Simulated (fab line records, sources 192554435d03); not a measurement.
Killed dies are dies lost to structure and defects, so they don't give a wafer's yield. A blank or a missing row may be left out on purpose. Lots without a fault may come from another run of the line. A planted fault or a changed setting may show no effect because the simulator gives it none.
fab line records | flow n5_finfet
record lots=7 wafers=39
route steps=1938 shown FIN_SAQP@100 SD_EPI_N@288 MOL_CONTACT_COAG@608 BEOL_M1@751
start_h: hours from the record's first day to the start of the lot's first wafer shown | wait_h: hours since the lot's step before | " the same as in the row above | L1.1+2: a row that stands for several wafers | - no value, or no start given | * or withheld: withheld | < > ~ a bound
route shown NAME@n: a module of which the file shows steps, and the number in the route of the first | usual: mean/standard deviation of fault-free wafers | same: alike in all rows | chamber/n: place in a boat | sites: the reading at each site | _std_site: their standard deviation | _edge_site: outer sites' mean less inner sites' | radius_mm: how far each site lies from the wafer's centre | mask NAME#n: copy n | behind: the tool/chamber that last shaped the wafer | hold: why the lot was held/for how many hours/how that ended | device: the transistor (n, p or np) that didn't switch | end of line: the same wafers' tests at the end of the route | a step without rows: its recipe alone | killed: dies lost to structure and defects at the first sort, not the wafer's yield | map: a wafer's dies, x killed, . not, _ none there
set.NAME: the setting as run; set.NAME@STEP: as run at that earlier step | model.NAME: the simulator's own value behind a step, which no gauge read
lots whose settings were changed on purpose; a table a step, a row a wafer
## steps
# step N5_FIN_SAQP_PECVD_06
# recipe material=a-Si target_thk_a=600 temp_c=400 precursor=SiH4/He pressure_torr=3 rf_w=100 time_s=48.1
# columns lot.wafer tool chamber start_h wait_h set.time_s model.a-Si_of_FIN_SAQP_PECVD_06.thk_nm
L076.1 pecvd-01 1 34.17 0.0 48.1 58.65
L076.2 " 0 " " 48.1 60.31
L076.3 " 2 " " 48.1 59.41
L076.4 " 1 " " 48.1 59
L076.5 " 2 " " 48.1 59.93
L076.6 " 0 " " 48.1 60.65
L081.1 pecvd-01 2 63.08 0.0 48.1 60.56
L081.2 " 1 " " 48.1 59.48
L081.3 " 0 " " 48.1 60.55
L081.4 " 1 " " 48.1 59.8
L081.5+6 " 0,2 " " 48.1 61.16
L082.3 pecvd-01 1 70.12 0.0 48.1 59.21
L082.4 " 0 " " 48.1 61.77
L082.5 " 1 " " 48.1 59.71
L083.1 pecvd-02 1 75.72 0.0 31.43 38.17
L083.2 " 0 " " 48.1 59.63
L083.3 " 2 " " 48.1 59.9
L083.4 " 2 " " 31.43 39.68
L083.5 " 1 " " 31.43 39.47
L083.6 " 0 " " 48.1 60.76
L084.1 pecvd-04 2 81.40 0.0 63.38 78.74
L084.2 " 1 " " 63.38 78.63
L084.3 " 0 " " 48.1 59.69
L084.4 " 1 " " 63.38 79.92
L084.5 " 0 " " 48.1 60.44
L084.6 " 2 " " 48.1 61.02
L090.1 pecvd-04 0 118.32 0.0 48.1 59.5
L090.2 " 1 " " 48.1 60.38
L090.3 " 2 " " 48.1 60.04
L090.4 " 0 " " 48.1 60.37
L090.5 " 2 " " 48.1 60.18
L090.6 " 1 " " 48.1 60.57
L091.1 pecvd-02 1 124.97 0.0 48.1 58.41
L091.2 " 2 " " 48.1 59
L091.3 " 0 " " 37.83 45.46
L091.4 " 1 " " 37.83 46.56
L091.5 " 0 " " 37.83 47.09
L091.6 " 2 " " 48.1 60.61
# step N5_FIN_SAQP_THK_MEAS_07
# usual thk_nm=59.9/0.82
# columns lot.wafer tool chamber start_h wait_h set.time_s@FIN_SAQP_PECVD_06 thk_nm
L076.1 film_metro-01 - 34.26 0.1 48.1 58.6
L076.2 " - " " 48.1 60.3
L076.3 " - " " 48.1 59.4
L076.4 " - " " 48.1 59.0
L076.5 " - " " 48.1 59.9
L076.6 " - " " 48.1 60.7
L081.1 film_metro-02 - 63.17 0.1 48.1 60.6
L081.2 " - " " 48.1 59.5
L081.3 " - " " 48.1 60.6
L081.4 " - " " 48.1 59.8
L081.5 " - " " 48.1 61.1
L081.6 " - " " 48.1 61.1
L082.3 film_metro-01 - 70.21 0.1 48.1 59.2
L082.4 " - " " 48.1 61.8
L082.5 " - " " 48.1 59.7
L083.1 film_metro-01 - 75.81 0.1 31.43 38.2
L083.2 " - " " 48.1 59.6
L083.3 " - " " 48.1 59.9
L083.4 " - " " 31.43 39.7
L083.5 " - " " 31.43 39.5
L083.6 " - " " 48.1 60.7
L084.1 film_metro-02 - 81.48 0.1 63.38 78.8
L084.2 " - " " 63.38 78.7
L084.3 " - " " 48.1 59.7
L084.4 " - " " 63.38 80.0
L084.5 " - " " 48.1 60.4
L084.6 " - " " 48.1 61.0
L090.1 film_metro-01 - 118.41 0.1 48.1 59.5
L090.2 " - " " 48.1 60.4
L090.3 " - " " 48.1 60.1
L090.4 " - " " 48.1 60.3
L090.5 " - " " 48.1 60.2
L090.6 " - " " 48.1 60.6
L091.1 film_metro-01 - 125.06 0.1 48.1 58.4
L091.2 " - " " 48.1 59.0
L091.3 " - " " 37.83 45.5
L091.4 " - " " 37.83 46.5
L091.5 " - " " 37.83 47.1
L091.6 " - " " 48.1 60.6
# step N5_FIN_SAQP_HM_DEP_72
# recipe material=SiO2 target_thk_a=120 temp_c=400 precursor=SiH4/N2O pressure_torr=0.75 rf_w=275 time_s=7.2
# step N5_FIN_SAQP_COAT_49
# recipe resist=SOC temp_c=250 time_s=60 spin_rpm=1500 resist_thk_nm=100
# step N5_FIN_SAQP_HM_OPEN_73
# recipe chemistry=CHF3/O2 target=SiO2 stop_on=a-Si target_depth_a=120 over_etch_frac=1.8 mask_material=SOC time_s=16.8 pressure_mtorr=30 source_w=650 bias_w=170 Ar_flow_sccm=200 CHF3_flow_sccm=50 O2_flow_sccm=5 ion_energy_ev=200 ends=end_point
# step N5_FIN_SAQP_STRIP_74
# recipe chemistry=CHF3/O2 resist=SiARC rf_frequency_hz=6e+07
# step N5_FIN_SAQP_MANDREL_ETCH_22
# recipe target_depth_a=600 chemistry=HBr/Cl2 target=a-Si stop_on=SiNx bt_time_s=10 over_etch_frac=0.5 time_s=30 pressure_mtorr=10 icp_w=800 bias_w=75 HBr_flow_sccm=150 Cl2_flow_sccm=80 ends=end_point
# usual oes_product_au=0.765/0.012
# columns lot.wafer tool chamber start_h wait_h set.time_s@FIN_SAQP_PECVD_06 oes_product_au model.etch.depth_nm
L076.1 rie_si-05 1 35.13 0.0 48.1 0.775 58.62
L076.2 " 0 " " 48.1 0.749 60.31
L076.3 " 2 " " 48.1 0.766 59.41
L076.4 " 3 " " 48.1 0.755 59
L076.5 " 1 " " 48.1 0.790 59.93
L076.6 " 0 " " 48.1 0.769 60.63
L081.1 rie_si-05 1 63.91 0.0 48.1 0.788 60.56
L081.2 " 0 " " 48.1 0.753 59.48
L081.3 " 3 " " 48.1 0.764 60.55
L081.4 " 2 " " 48.1 0.778 59.8
L081.5 " 2 " " 48.1 0.791 61.16
L081.6 " 3 " " 48.1 0.764 61.16
L082.3 rie_si-05 0 71.08 0.0 48.1 0.745 59.21
L082.4 " 2 " " 48.1 0.785 61.75
L082.5 " 0 " " 48.1 0.754 59.71
L083.1 rie_si-05 0 76.67 0.0 31.43 0.591 38.17
L083.2 " 3 " " 48.1 0.751 59.63
L083.3 " 2 " " 48.1 0.768 59.9
L083.4 " 1 " " 31.43 0.624 39.68
L083.5 " 3 " " 31.43 0.594 39.47
L083.6 " 2 " " 48.1 0.776 60.76
L084.1 rie_si-05 0 82.57 0.0 63.38 0.892 78.74
L084.2 " 1 " " 63.38 0.931 78.63
L084.3 " 3 " " 48.1 0.755 59.69
L084.4 " 2 " " 63.38 0.932 79.92
L084.5 " 0 " " 48.1 0.761 60.44
L084.6 " 3 " " 48.1 0.753 61.02
L090.1 rie_si-03 2 120.11 0.0 48.1 0.766 59.5
L090.2 " 1 " " 48.1 0.766 60.38
L090.3 " 0 " " 48.1 0.753 60.04
L090.4 " 3 " " 48.1 0.786 60.34
L090.5 " 3 " " 48.1 0.791 60.15
L090.6 " 0 " " 48.1 0.766 60.57
L091.1 rie_si-01 1 125.92 0.0 48.1 0.746 58.41
L091.2 " 3 " " 48.1 0.751 58.95
L091.3 " 2 " " 37.83 0.659 45.46
L091.4 " 0 " " 37.83 0.664 46.51
L091.5 " 2 " " 37.83 0.672 47.09
L091.6 " 3 " " 48.1 0.766 60.61
# step N5_SD_EPI_N_EPI_21
# recipe material=Si:P dopant=P temp_c=680 pressure_torr=255 time_s=690
# columns lot.wafer tool chamber start_h wait_h set.epi_growth_time_s model.Si-P_of_SD_EPI_N_EPI_21.thk_nm
L076.1 epi_rpcvd-03 0 62.52 0.1 1050 78.6
L076.2 " 0 " " 1050 79.4
L076.3 " 0 " " 690 58.4
L076.4 " 0 " " 690 58.6
L076.5 " 0 " " 1050 79
L076.6 " 0 " " 690 58.2
L081.1 epi_rpcvd-04 0 91.21 0.1 950 74
L081.2 " 0 " " 690 58.2
L081.3 " 0 " " 950 73.2
L081.4+6 " 0 " " 690 59.2
L081.5 " 0 " " 950 73.4
L082.3 epi_rpcvd-01 0 104.62 0.7 690 59.6
L082.4 " 0 " " 690 60.2
L082.5 " 0 " " 690 59.4
L083.1 epi_rpcvd-01 0 109.69 0.1 690 59.6
L083.2+4 " 0 " " 690 58.8
L083.3 " 0 " " 690 58.4
L083.5 " 0 " " 690 60
L083.6 " 0 " " 690 58.2
L084.1 epi_rpcvd-01 0 115.87 0.1 890.5 69.8
L084.2 " 0 " " 690 57.2
L084.3+5 " 0 " " 690 58.4
L084.4 " 0 " " 890.5 70.6
L084.6 " 0 " " 890.5 69.6
L090.1 epi_rpcvd-04 0 149.83 0.1 690 59.2
L090.2+4 " 0 " " 690 58.8
L090.3 " 0 " " 425.9 39.4
L090.5 " 0 " " 425.9 39.2
L090.6 " 0 " " 425.9 40
L091.1 epi_rpcvd-01 0 153.96 0.2 362.6 33
L091.2 " 0 " " 690 59
L091.3 " 0 " " 362.6 33.4
L091.4 " 0 " " 690 59.4
L091.5 " 0 " " 362.6 33.6
L091.6 " 0 " " 690 59.8
# step N5_SD_EPI_N_EPI_MEAS_23
# recipe mode=xrd
# usual thk_nm=58.8/1.4
# columns lot.wafer tool chamber start_h wait_h set.epi_growth_time_s@SD_EPI_N_EPI_21 thk_nm
L076.1 film_metro-02 - 64.23 1.4 1050 76.6
L076.2 " - " " 1050 80.6
L076.3 " - " " 690 59.8
L076.4 " - " " 690 58.4
L076.5 " - " " 1050 78.1
L076.6 " - " " 690 57.3
L081.1 film_metro-02 - 92.93 1.4 950 74.1
L081.2 " - " " 690 59.3
L081.3 " - " " 950 73.3
L081.4 " - " " 690 59.3
L081.5 " - " " 950 74.5
L081.6 " - " " 690 59.5
L082.3 film_metro-01 - 105.80 0.9 690 61.4
L082.4 " - " " 690 59.3
L082.5 " - " " 690 58.0
L083.1 film_metro-02 - 111.42 1.5 690 61.5
L083.2 " - " " 690 57.4
L083.3 " - " " 690 57.5
L083.4 " - " " 690 59.7
L083.5 " - " " 690 60.3
L083.6 " - " " 690 58.2
L084.1 film_metro-02 - 117.59 1.4 890.5 70.0
L084.2 " - " " 690 58.1
L084.3 " - " " 690 56.1
L084.4 " - " " 890.5 71.2
L084.5 " - " " 690 59.8
L084.6 " - " " 890.5 68.9
L090.1 film_metro-02 - 151.54 1.4 690 58.7
L090.2 " - " " 690 59.7
L090.3 " - " " 425.9 39.0
L090.4 " - " " 690 57.8
L090.5 " - " " 425.9 38.5
L090.6 " - " " 425.9 39.8
L091.1 film_metro-02 - 156.24 1.9 362.6 33.6
L091.2 " - " " 690 58.6
L091.3 " - " " 362.6 33.6
L091.4 " - " " 690 58.3
L091.5 " - " " 362.6 32.7
L091.6 " - " " 690 59.7
# step N5_SD_EPI_N_PRECLEAN_24
# recipe chemistry=O3/DIW time_s=60 temp_c=22 o3_ppm=10
# columns lot.wafer tool chamber start_h wait_h set.epi_growth_time_s@SD_EPI_N_EPI_21 model.Si-P_of_SD_EPI_N_EPI_21.thk_nm
L076.1 wet_bench-03 2 64.27 0.0 1050 78
L076.2 " 4 " " 1050 78.8
L076.3 " 1 " " 690 58
L076.4 " 7 " " 690 58.2
L076.5 " 3 " " 1050 78.4
L076.6 " 0 " " 690 57.8
L081.1 wet_bench-05 7 92.97 0.0 950 73.4
L081.2 " 6 " " 690 57.8
L081.3 " 3 " " 950 72.8
L081.4+6 " 5,4 " " 690 58.8
L081.5 " 2 " " 950 73
L082.3 wet_bench-02 6 105.83 0.0 690 59.2
L082.4 " 7 " " 690 59.8
L082.5 " 5 " " 690 59
L083.1 wet_bench-03 4 111.46 0.0 690 59.2
L083.2+4 " 0,3 " " 690 58.4
L083.3 " 1 " " 690 58
L083.5 " 2 " " 690 59.6
L083.6 " 5 " " 690 57.8
L084.1 wet_bench-05 1 117.62 0.0 890.5 69.4
L084.2 " 2 " " 690 56.8
L084.3+5 " 4,0 " " 690 58
L084.4 " 3 " " 890.5 70.2
L084.6 " 5 " " 890.5 69.2
L090.1 wet_bench-05 7 151.58 0.0 690 58.8
L090.2+4 " 0,1 " " 690 58.4
L090.3 " 6 " " 425.9 39.2
L090.5 " 2 " " 425.9 39
L090.6 " 3 " " 425.9 39.8
L091.1 wet_bench-02 0 156.28 0.0 362.6 32.8
L091.2 " 1 " " 690 58.6
L091.3 " 5 " " 362.6 33.2
L091.4 " 4 " " 690 59
L091.5 " 6 " " 362.6 33.4
L091.6 " 7 " " 690 59.4
# step N5_MOL_CONTACT_COAG_ALD_133
# recipe material=SiO2 target_thk_a=50 temp_c=100 ald_precursor_family=BDEAS ald_co_reactant=O2-plasma pulse_time_s=1 co_reactant_pulse_time_s=1 purge_time_s=2 co_reactant_purge_time_s=2 ald_cycles=35 pressure_torr=2
# columns lot.wafer tool chamber start_h wait_h set.ald_cycles model.SiO2_of_MOL_CONTACT_COAG_ALD_133.thk_nm
L076.1+3+6 ald_sin-03 3,2,3 113.04 0.3 40 5.8
L076.2+4+5 " 0,1,0 " " 35 5
L081.1+3+6 ald_sin-02 2,0,1 141.10 0.1 35 5
L081.2+4+5 " 3,1,0 " " 27 3.8
L082.3+4+5 ald_sin-01 3,1,1 154.62 0.1 35 5
L083.1+2+4 ald_sin-02 2,3,0 162.03 0.2 35 5
L083.3+5+6 " 1,0,3 " " 54 7.8
L084.1+2+6 ald_sin-02 0,3,0 164.90 0.1 28 4
L084.3+4+5 " 2,1,3 " " 35 5
L090.1+4+6 ald_sin-02 2,1,0 200.54 0.1 35 5
L090.2+3+5 " 0,3,3 " " 41 5.8
L091.1+3+6 ald_sin-01 2,3,3 203.29 0.1 42 6
L091.2+4+5 " 1,0,2 " " 35 5
# step N5_BEOL_M1_ILD_DEP_00
# recipe material=SiOC target_thk_a=790 temp_c=350 precursor=DEMS/O2 pressure_torr=5 rf_w=500 time_s=15.3
# columns lot.wafer tool chamber start_h wait_h set.target_thk_a model.SiOC_of_BEOL_M1_ILD_DEP_00.thk_nm
L076.1 pecvd-02 1 131.23 0.0 1137 110.4
L076.2 " 0 " " 1137 111.8
L076.3 " 2 " " 790 76.8
L076.4 " 0 " " 1137 113.8
L076.5 " 2 " " 790 78
L076.6 " 1 " " 790 77
L081.1 pecvd-01 2 160.21 0.0 790 79.4
L081.2 " 1 " " 790 80
L081.3 " 0 " " 453.3 46.4
L081.4 " 2 " " 790 80.2
L081.5 " 0 " " 453.3 47.6
L081.6 " 1 " " 453.3 46.6
L082.3 pecvd-01 0 173.58 0.0 790 79.8
L082.4 " 0 " " 790 80.8
L082.5 " 1 " " 790 81.2
L083.1 pecvd-03 1 181.86 0.0 790 79.4
L083.2 " 2 " " 1024 101.8
L083.3 " 0 " " 1024 102.8
L083.4 " 1 " " 1024 104.6
L083.5 " 0 " " 790 80.6
L083.6 " 2 " " 790 78.6
L084.1 pecvd-01 1 184.45 0.0 376.5 39.4
L084.2 " 2 " " 790 79.4
L084.3 " 0 " " 376.5 39.6
L084.4 " 2 " " 790 81.6
L084.5 " 0 " " 790 81.8
L084.6 " 1 " " 376.5 40.2
L090.1 pecvd-01 1 218.89 0.0 921.7 93.4
L090.2 " 2 " " 790 77.4
L090.3+6 " 0,2 " " 921.7 93.2
L090.4 " 0 " " 790 81.2
L090.5 " 1 " " 790 80.6
L091.1 pecvd-01 2 223.04 0.0 942.1 94.8
L091.2 " 1 " " 790 79.8
L091.3 " 0 " " 790 80.6
L091.4 " 1 " " 942.1 95.6
L091.5 " 0 " " 942.1 96.8
L091.6 " 2 " " 790 79.2
# step N5_BEOL_M1_THK_MEAS_01
# recipe reads=SiOC_of_BEOL_M1_ILD_DEP_00
# usual M1_ILD_THK=79.5/1.3
# columns lot.wafer tool chamber start_h wait_h set.target_thk_a@BEOL_M1_ILD_DEP_00 M1_ILD_THK[nm]
L076.1 film_metro-02 - 131.30 0.0 1137 110.3
L076.2 " - " " 1137 111.8
L076.3 " - " " 790 76.8
L076.4 " - " " 1137 113.8
L076.5 " - " " 790 77.9
L076.6 " - " " 790 77.0
L081.1 film_metro-02 - 160.28 0.0 790 79.4
L081.2 " - " " 790 79.9
L081.3 " - " " 453.3 46.4
L081.4 " - " " 790 80.1
L081.5 " - " " 453.3 47.6
L081.6 " - " " 453.3 46.7
L082.3 film_metro-01 - 173.65 0.1 790 79.7
L082.4 " - " " 790 80.8
L082.5 " - " " 790 81.2
L083.1 film_metro-01 - 181.93 0.0 790 79.4
L083.2 " - " " 1024 101.7
L083.3 " - " " 1024 103.0
L083.4 " - " " 1024 104.5
L083.5 " - " " 790 80.5
L083.6 " - " " 790 78.5
L084.1 film_metro-01 - 184.52 0.0 376.5 39.5
L084.2 " - " " 790 79.5
L084.3 " - " " 376.5 39.6
L084.4 " - " " 790 81.7
L084.5 " - " " 790 81.8
L084.6 " - " " 376.5 40.2
L090.1 film_metro-02 - 218.96 0.0 921.7 93.4
L090.2 " - " " 790 77.4
L090.3 " - " " 921.7 93.4
L090.4 " - " " 790 81.3
L090.5 " - " " 790 80.6
L090.6 " - " " 921.7 93.2
L091.1 film_metro-01 - 223.11 0.0 942.1 94.9
L091.2 " - " " 790 79.9
L091.3 " - " " 790 80.6
L091.4 " - " " 942.1 95.7
L091.5 " - " " 942.1 96.7
L091.6 " - " " 790 79.2
## key
split step=N5_FIN_SAQP_PECVD_06 setting=time_s stated=48.1 by=wafer
response step=N5_FIN_SAQP_PECVD_06 reading=model.a-Si_of_FIN_SAQP_PECVD_06.thk_nm change=+0.6 per=1% r=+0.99
response step=N5_FIN_SAQP_THK_MEAS_07 reading=thk_nm change=* per=1% r=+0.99
response step=N5_FIN_SAQP_MANDREL_ETCH_22 reading=oes_product_au change=+0.00475 per=1% r=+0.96
response step=N5_FIN_SAQP_MANDREL_ETCH_22 reading=model.etch.depth_nm change=+0.6 per=1% r=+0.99
split step=N5_SD_EPI_N_EPI_21 setting=epi_growth_time_s stated=690 by=wafer
response step=N5_SD_EPI_N_EPI_21 reading=model.Si-P_of_SD_EPI_N_EPI_21.thk_nm change=+0.455 per=1% r=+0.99
response step=N5_SD_EPI_N_EPI_MEAS_23 reading=thk_nm change=* per=1% r=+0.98
response step=N5_SD_EPI_N_PRECLEAN_24 reading=model.Si-P_of_SD_EPI_N_EPI_21.thk_nm change=+0.451 per=1% r=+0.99
split step=N5_MOL_CONTACT_COAG_ALD_133 setting=ald_cycles stated=35 by=wafer
response step=N5_MOL_CONTACT_COAG_ALD_133 reading=model.SiO2_of_MOL_CONTACT_COAG_ALD_133.thk_nm change=+0.0513 per=1% r=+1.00
split step=N5_BEOL_M1_ILD_DEP_00 setting=target_thk_a stated=790 by=wafer
response step=N5_BEOL_M1_ILD_DEP_00 reading=model.SiOC_of_BEOL_M1_ILD_DEP_00.thk_nm change=+0.788 per=1% r=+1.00
response step=N5_BEOL_M1_THK_MEAS_01 reading=M1_ILD_THK change=+0.789 per=1% r=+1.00
